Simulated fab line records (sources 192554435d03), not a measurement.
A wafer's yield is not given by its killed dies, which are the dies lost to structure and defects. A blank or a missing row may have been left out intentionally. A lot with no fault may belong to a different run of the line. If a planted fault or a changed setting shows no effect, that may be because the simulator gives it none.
Which of the tools did it? -- flow n5 finfet -- Sampling: 10 lots, 30 wafers, 4 of 1938 route steps

WHAT EACH GAUGE READ, for each wafer
N5_FIN_SAQP_CD_MEAS_16: the cd target is 35.6 nm.
lot,measured,on,cd nm (nm)
L282,day 1 21:03,cd sem-02,35.3 35.2 35.8
L283,day 2 03:46,cd sem-02,35.5 35.5 35.6
L285,day 2 15:37,cd sem-03,34.9 34.6 35.4
L286,day 2 21:46,cd sem-03,35.2 35.8 35.7
L287,day 3 03:39,cd sem-01,35.4 35.3 35.3
L289,day 3 17:02,cd sem-02,35.6 35.7 35.5
L291,day 4 03:40,cd sem-01,35.7 35.7 41.4
L293,day 4 17:05,cd sem-01,35.6 35.8 35.7
L300,day 6 10:26,cd sem-02,34.9 35.6 35.4
L305,day 7 16:25,cd sem-01,35.6 35.4 35.7

TOOL THAT RAN EACH LOT (tool first, then ch and the chambers of the sampled wafers, then the start)
lot,N5_PMOS_HMC_CHANNEL_EPI_STRIP_33,N5_FIN_SAQP_DENSIFY_62,N5_FIN_SAQP_PEB_14
L282,"rie diel-03 ch 1,2,3, day 1 17:08","rtp anneal-02 ch 0, day 1 20:10","litho track-05 ch 0, day 1 20:59"
L283,"rie diel-06 ch 0,1,2, day 1 23:49","rtp anneal-01 ch 0, day 2 02:49","litho track-01 ch 0, day 2 03:41"
L285,"rie diel-06 ch 0,2,3, day 2 11:41","rtp anneal-02 ch 0, day 2 14:44","litho track-05 ch 0, day 2 15:32"
L286,"rie diel-05 ch 1,3, day 2 17:36","rtp anneal-02 ch 0, day 2 20:46","litho track-05 ch 0, day 2 21:42"
L287,"rie diel-06 ch 0,1, day 2 23:34","rtp anneal-01 ch 0, day 3 02:38","litho track-02 ch 0, day 3 03:34"
L289,"rie diel-06 ch 1,2, day 3 11:27","rtp anneal-02 ch 0, day 3 15:56","litho track-02 ch 0, day 3 16:58"
L291,"rie diel-03 ch 1,2, day 3 23:35","rtp anneal-01 ch 0, day 4 02:41","litho track-05 ch 0, day 4 03:36"
L293,"rie diel-06 ch 0,1,2, day 4 11:53","rtp anneal-02 ch 0, day 4 16:06","litho track-01 ch 0, day 4 17:01"
L300,"rie diel-06 ch 1,2,3, day 6 06:25","rtp anneal-01 ch 0, day 6 09:26","litho track-01 ch 0, day 6 10:22"
L305,"rie diel-05 ch 1,2, day 7 11:35","rtp anneal-01 ch 0, day 7 15:27","litho track-02 ch 0, day 7 16:20"
- N5_PMOS_HMC_CHANNEL_EPI_STRIP_33: strips in N2/H2.
- N5_FIN_SAQP_DENSIFY_62: time 60 s.
- N5_FIN_SAQP_PEB_14: peb time 60 s.

THE ANSWER, worked out from the rows above alone
Rule: what is usual is taken from the lots themselves. The widest of any qualifying gaps counts: lots, ordered by their means at a reading, are off when they make up no more than a third of the lots, leave a main group of 4 or more, and stand apart from it by 3 or more times the standard deviation of that group's means. The tables above print the reading to a certain number of digits; a main group whose means all agree to those digits is not used. A lot without any number at a reading at which 4 lots or more have one is off too. All remaining lots with rows at the step are treated as sound.
Off: L291 (N5_FIN_SAQP_CD_MEAS_16, cd nm). The main group has a mean of 35.4 nm with a standard deviation of 0.21.
A tool fits if, at a process step before that reading, it ran every lot that is off, and no sound lot after the first of them. Gauges at N5_FIN_SAQP_CD_MEAS_16: tried the same way as those tools. This does not decide it: 2 tools fit, namely rie diel-03 at N5_PMOS_HMC_CHANNEL_EPI_STRIP_33 and litho track-05 at N5_FIN_SAQP_PEB_14.

WHAT HAD BEEN PUT IN BY THE SIMULATOR
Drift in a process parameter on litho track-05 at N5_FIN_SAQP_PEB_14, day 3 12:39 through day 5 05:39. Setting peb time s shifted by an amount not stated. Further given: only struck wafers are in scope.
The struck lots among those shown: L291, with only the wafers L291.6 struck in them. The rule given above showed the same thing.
